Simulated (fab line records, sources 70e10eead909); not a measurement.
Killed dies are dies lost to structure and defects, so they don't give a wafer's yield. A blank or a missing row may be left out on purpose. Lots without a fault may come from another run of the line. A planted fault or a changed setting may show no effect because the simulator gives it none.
Chamber matching | flow nand_harc | NHARC_A_CHANNEL_FILL_D2_ALD_25 on ald_hk-02: 4 sister chambers
The step deposits SiOx, target thk 60 nm, pulse time 10 s, ald cycles 600. 14 wafers are shown with their chamber, then 7 later ones without.

WAFERS WITH THEIR CHAMBER
wafer  | chamber | heater_power_outer_w (W) | heater_power_w (W) | precursor_pulse_height_rel
L078.3 | 1       | 275                      | 433                | 1.007
L078.5 | 2       | 315                      | 543                | 0.987
L078.6 | 1       | 279                      | 441                | 0.983
L086.1 | 3       | 254                      | 461                | 0.973
L086.4 | 2       | 316                      | 541                | 1.018
L086.5 | 3       | 253                      | 479                | 1.003
L087.1 | 3       | 253                      | 475                | 0.980
L087.2 | 2       | 323                      | 533                | 0.976
L087.3 | 1       | 277                      | 447                | 1.013
L089.1 | 0       | 316                      | 528                | 0.992
L089.3 | 3       | 256                      | 466                | 0.993
L089.5 | 2       | 321                      | 553                | 1.002
L090.3 | 0       | 315                      | 530                | 1.035
L090.4 | 3       | 257                      | 481                | 1.006

SIGNATURES (means of the wafers above)
reading                    | chamber 0 | chamber 1 | chamber 2 | chamber 3 | scatter within a chamber
heater_power_outer_w       | 315.50    | 277.00    | 318.75    | 254.60    | 2.58
heater_power_w             | 529.00    | 440.33    | 542.50    | 472.40    | 7.74
precursor_pulse_height_rel | 1.01350   | 1.00100   | 0.99575   | 0.99100   | 0.018
Rule: a wafer's distance from a chamber is the root of the sum, over the readings, of the square of ((its reading less the chamber's mean) divided by the reading's scatter). The wafer belongs to the nearest chamber; if the next one is less than 2 further off, it can't be placed. The scatter: the root of (the sum of the squares of (reading less its chamber's mean) over the shown wafers, divided by (wafers less chambers)).

WAFERS WITHOUT THEIR CHAMBER
wafer  | heater_power_outer_w (W) | heater_power_w (W) | precursor_pulse_height_rel
L090.5 | 325                      | 539                | 0.997
L095.2 | 257                      | 475                | 1.009
L095.3 | 285                      | 454                | 0.996
L095.6 | 258                      | 475                | 0.999
L097.2 | 305                      | 498                | 1.024
L097.4 | 256                      | 479                | 0.988
L097.1 | 307                      | 529                | 0.985

WHICH CHAMBER EACH WENT THROUGH
wafer  | from the rows above     | in truth
L090.5 | can't be placed: 2 or 0 | 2
L095.2 | 3                       | 3
L095.3 | 1                       | 1
L095.6 | 3                       | 3
L097.2 | 0                       | 0
L097.4 | 3                       | 3
L097.1 | can't be placed: 0 or 2 | 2
Placed correctly: 5 of 7. Can't be placed from these rows: 2 (the true chamber is among the candidates in 2). Placed wrongly: 0.
